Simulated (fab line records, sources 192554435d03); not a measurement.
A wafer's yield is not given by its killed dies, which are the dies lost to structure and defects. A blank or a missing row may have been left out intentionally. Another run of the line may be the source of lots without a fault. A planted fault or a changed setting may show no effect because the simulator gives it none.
A lot that was struck, set against a sound lot / flow n5-finfet / 43 steps out of a route of 1938
Sound: the wafers L815.1, L815.2, L815.4. Wafers struck: L816.1, L816.3, L816.4. The cause comes at the end.
Each step with rows lists, per side, the tool, then ch with its chambers, then its first start. Under that, the readings that differ: sound wafers / struck wafers / difference of the means / sigmas: that difference in standard deviations of wafers without a fault.
alike: same words and numbers on both sides, and readings whose means sit less than 2 such deviations apart. not compared: any withheld reading, any reading some wafer has no value for, any bound like >300 that may hide the same value, and any number with overlapping values for which the record gives no deviation.
Wherever a step has rows on one side only, a row that says differs or no value, or a row with sigmas, the two part there. Numbers that don't overlap but have no deviation are shown without sigmas and don't part them. A reading missing from all wafers of one side parts the sides only when that side holds two or more wafers.

first, 10 steps without rows for these wafers: N5_DUMMY_GATE_STRIP_39 (strips in N2/H2); N5_DUMMY_GATE_TRIM_49 (chemistry O2, time 29 s, target cd 14 nm); N5_DUMMY_GATE_STRIP_40 (strips in CF4); N5_DUMMY_GATE_ETCH_31 (etches SiO2 in C4F6/O2, target depth 82.5 nm, time 27.5 s); N5_DUMMY_GATE_STRIP_41 (strips in O2); N5_DUMMY_GATE_HM_OPEN_21 (chemistry CH3F/O2, target SiNx, target depth 120 nm, time 171.4 s); N5_DUMMY_GATE_ETCH_32 (etches SiO2 in CF4, target depth 3.5 nm, time 3.9 s); N5_DUMMY_GATE_ETCH_23 (etches poly-Si in HBr/Cl2/O2, target depth 41 nm, time 22.3 s); N5_DUMMY_GATE_ETCH_44 (etches poly-Si in HBr/O2, stops on SiO2, target depth 127.5 nm); N5_DUMMY_GATE_ETCH_42 (etches SiO2 in CHF3/O2, target depth 3.5 nm, time 31 s).
N5_DUMMY_GATE_STRIP_48: strips in N2/H2, time 20 s.
  sound on rie-diel-04 ch 0,1,2, day 7 17:37; struck on rie-diel-02 ch 1,2,3, day 8 00:24
  alike: drypump-motor-current-A, oes-product-au, rf-vpp-V, showerhead-plenum-p-Torr, throttle-valve-pct
  not compared: rf-hours-counter-h
then, 5 steps without rows for these wafers: N5_DUMMY_GATE_PRECLEAN_33 (cleans in dHF, time 10 s); N5_DUMMY_GATE_PRECLEAN_25 (cleans in O3/DIW, time 45 s); N5_DUMMY_GATE_PRECLEAN_51 (cleans in SC2, time 45 s); N5_DUMMY_GATE_SRD_26 (time 30 s); N5_DUMMY_GATE_UV_OZONE_45 (time 120 s).
N5_DUMMY_GATE_INSPECT_27: inspects for defects (brightfield).
  struck on defect-inspect-01, day 8 00:35; sound on defect-inspect-01, day 7 17:49
reading=raw-defect-count; sound=252 203 291; struck=734 725 691; difference=+468; sigmas=+7
then, 3 steps without rows for these wafers: N5_SPACER0_ALD_07 (deposits SiNx, target thk 2 nm); N5_SPACER0_ALD_00 (deposits SiOCN, target thk 3.5 nm, pulse time 3 s, purge time 2 s); N5_SPACER0_ALD_08 (deposits SiNx, target thk 2 nm).
N5_SPACER0_INSPECT_04: inspects for defects (darkfield).
  struck on defect-inspect-01, day 8 01:12; sound on defect-inspect-02, day 7 18:53
reading=raw-defect-count; sound=123 98 133; struck=536 566 529; difference=+426; sigmas=+14
then, 8 steps without rows for these wafers: N5_SD_EPI_N_COAT_32 (time 60 s, resist thk 350 nm); N5_SD_EPI_N_COAT_33 (time 60 s, resist thk 35 nm); N5_SD_EPI_N_COAT_03 (resist thk 150 nm); N5_SD_EPI_N_EBR_05; N5_SD_EPI_N_SOFTBAKE_04 (time 60 s); N5_SD_EPI_N_EXPOSE_06 (exposes mask SD N BLK, target cd 120 nm); N5_SD_EPI_N_PEB_07 (peb time 60 s); N5_SD_EPI_N_DEVELOP_08 (develop time 30 s).
N5_SD_EPI_N_INSPECT_11: inspects for defects (macro).
  struck on defect-inspect-01, day 8 01:39; sound on defect-inspect-02, day 7 19:20
reading=raw-defect-count; sound=1 3 5; struck=>300 >300 >300; difference=differs; sigmas=
then, 8 steps without rows for these wafers: N5_SD_EPI_N_DESCUM_14 (chemistry O2, time 7.9 s); N5_SD_EPI_N_ETCH_34 (etches SiARC in CF4, target depth 45.5 nm, time 75.8 s); N5_SD_EPI_N_ETCH_35 (etches SOC in N2/H2, overetch 108 nm, time 486 s); N5_SD_EPI_N_STRIP_36 (strips in N2/H2); N5_SD_EPI_N_ETCHBACK_44 (etches SiNx in CH3F/O2, stops on SiO2, target depth 14.5 nm); N5_SD_EPI_N_ETCH_45 (etches SiOCN in CH3F/O2, target depth 6 nm); N5_SD_EPI_N_ETCH_16 (etches SiO2 in CHF3/O2, target depth 5 nm); N5_SD_EPI_N_STRIP_47 (strips in CHF3/O2).
N5_SD_EPI_N_INSPECT_26: inspects for defects (darkfield).
  struck on defect-inspect-01, day 8 06:16; sound on defect-inspect-01, day 7 23:34
reading=raw-defect-count; sound=184 126 175; struck=606 600 599; difference=+440; sigmas=+11
N5_SD_EPI_P_INSPECT_26: inspects for defects (darkfield).
  struck on defect-inspect-02, day 8 10:39; sound on defect-inspect-01, day 8 03:46
reading=raw-defect-count; sound=161 129 182; struck=581 592 576; difference=+426; sigmas=+13
N5_SD_ACTIVATION_INSPECT_02: inspects for defects (darkfield).
  struck on defect-inspect-02, day 8 11:28; sound on defect-inspect-02, day 8 04:31
reading=raw-defect-count; sound=183 150 180; struck=573 586 562; difference=+403; sigmas=+12
-- a jump in the record: the struck wafers' starts before and after are 4 days apart (it breaks off in module SD_ACTIVATION and resumes in module BEOL_M4, where the first step shown is number 1111 of the route) --
N5_BEOL_M4_RC_MEAS_101:
  sound on prober-01 ch 0, day 13 01:18; struck on prober-02 ch 0, day 12 21:16
reading=SS_P (mV/dec); sound=74.6 74.8 73.5; struck=71.9 73.9 72.8; difference=-1.4; sigmas=-2
  alike: DIBL_N, DIBL_P, IOFF_N, IOFF_P, ION_N, ION_P, SS_N, VT_N, VT_P
-- here the record skips 5 days between the struck wafers' starts before and after, leaving off in module BEOL_M4 and picking up in module PASSIVATION (first step shown: number 1936 of the route) --
N5_PASSIVATION_PROBE_49:
  rows exist in the record for the struck wafers here (prober-01, day 17 10:42), but not for the sound ones

## WHERE THEY PART
Last at N5_PASSIVATION_PROBE_49 as far as this record goes, first at N5_DUMMY_GATE_INSPECT_27.

WHY: what had been put in by the simulator
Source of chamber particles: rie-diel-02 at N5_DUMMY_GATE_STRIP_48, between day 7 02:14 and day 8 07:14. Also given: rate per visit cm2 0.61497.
